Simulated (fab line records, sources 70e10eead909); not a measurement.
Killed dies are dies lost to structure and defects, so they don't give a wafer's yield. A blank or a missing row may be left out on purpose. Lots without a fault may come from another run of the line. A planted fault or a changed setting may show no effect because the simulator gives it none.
Chamber matching | flow nand_harc | NHARC_A_CONTACT_ETCH_106 on rie_diel-11: 4 sister chambers
The step etches the open film in CF4/O2, target depth 60 nm, overetch 6 nm, time 33 s. 20 wafers are shown with their chamber, then 10 later ones without.

WAFERS WITH THEIR CHAMBER
wafer  | chamber | drypump_motor_current_A (A) | showerhead_plenum_p_Torr (Torr) | rf_vpp_V (V)
L074.1 | 0       | 5.45                        | 1.39                            | 198.1
L074.3 | 2       | 5.49                        | 1.43                            | 200.8
L074.5 | 2       | 5.47                        | 1.43                            | 199.9
L077.3 | 3       | 5.74                        | 1.26                            | 198.0
L077.4 | 0       | 5.45                        | 1.39                            | 198.9
L077.5 | 0       | 5.45                        | 1.39                            | 198.5
L079.1 | 2       | 5.51                        | 1.43                            | 199.3
L079.4 | 3       | 5.74                        | 1.25                            | 196.6
L079.6 | 2       | 5.54                        | 1.43                            | 200.3
L080.1 | 1       | 6.41                        | 1.35                            | 198.3
L080.2 | 2       | 5.48                        | 1.43                            | 199.7
L080.6 | 0       | 5.46                        | 1.39                            | 199.2
L082.3 | 3       | 5.73                        | 1.25                            | 195.3
L082.4 | 3       | 5.73                        | 1.25                            | 196.9
L082.6 | 2       | 5.48                        | 1.42                            | 199.0
L084.2 | 2       | 5.53                        | 1.42                            | 199.6
L084.3 | 3       | 5.74                        | 1.25                            | 194.4
L084.6 | 1       | 6.40                        | 1.35                            | 197.9
L087.1 | 0       | 5.46                        | 1.39                            | 200.0
L087.2 | 3       | 5.71                        | 1.25                            | 197.0

SIGNATURES (means of the wafers above)
reading                  | chamber 0 | chamber 1 | chamber 2 | chamber 3 | scatter within a chamber
drypump_motor_current_A  | 5.4540    | 6.4050    | 5.5000    | 5.7317    | 0.0181
showerhead_plenum_p_Torr | 1.3900    | 1.3500    | 1.4271    | 1.2517    | 0.00376
rf_vpp_V                 | 198.940   | 198.100   | 199.800   | 196.367   | 0.894
Rule: a wafer's distance from a chamber is the root of the sum, over the readings, of the square of ((its reading less the chamber's mean) divided by the reading's scatter). The wafer belongs to the nearest chamber; if the next one is less than 2 further off, it can't be placed. The scatter: the root of (the sum of the squares of (reading less its chamber's mean) over the shown wafers, divided by (wafers less chambers)).

WAFERS WITHOUT THEIR CHAMBER
wafer  | drypump_motor_current_A (A) | showerhead_plenum_p_Torr (Torr) | rf_vpp_V (V)
L087.3 | 6.39                        | 1.35                            | 197.4
L088.2 | 5.47                        | 1.42                            | 199.2
L088.5 | 5.50                        | 1.42                            | 198.7
L088.6 | 6.40                        | 1.35                            | 198.2
L091.1 | 5.73                        | 1.25                            | 196.2
L091.3 | 6.39                        | 1.34                            | 199.6
L091.5 | 5.72                        | 1.25                            | 195.9
L093.1 | 5.44                        | 1.38                            | 197.8
L093.2 | 6.41                        | 1.34                            | 197.7
L093.3 | 5.76                        | 1.25                            | 196.4

WHICH CHAMBER EACH WENT THROUGH
wafer  | from the rows above | in truth
L087.3 | 1                   | 1
L088.2 | 2                   | 2
L088.5 | 2                   | 2
L088.6 | 1                   | 1
L091.1 | 3                   | 3
L091.3 | 1                   | 1
L091.5 | 3                   | 3
L093.1 | 0                   | 0
L093.2 | 1                   | 1
L093.3 | 3                   | 3
Placed correctly: 10 of 10. Can't be placed from these rows: 0. Placed wrongly: 0.
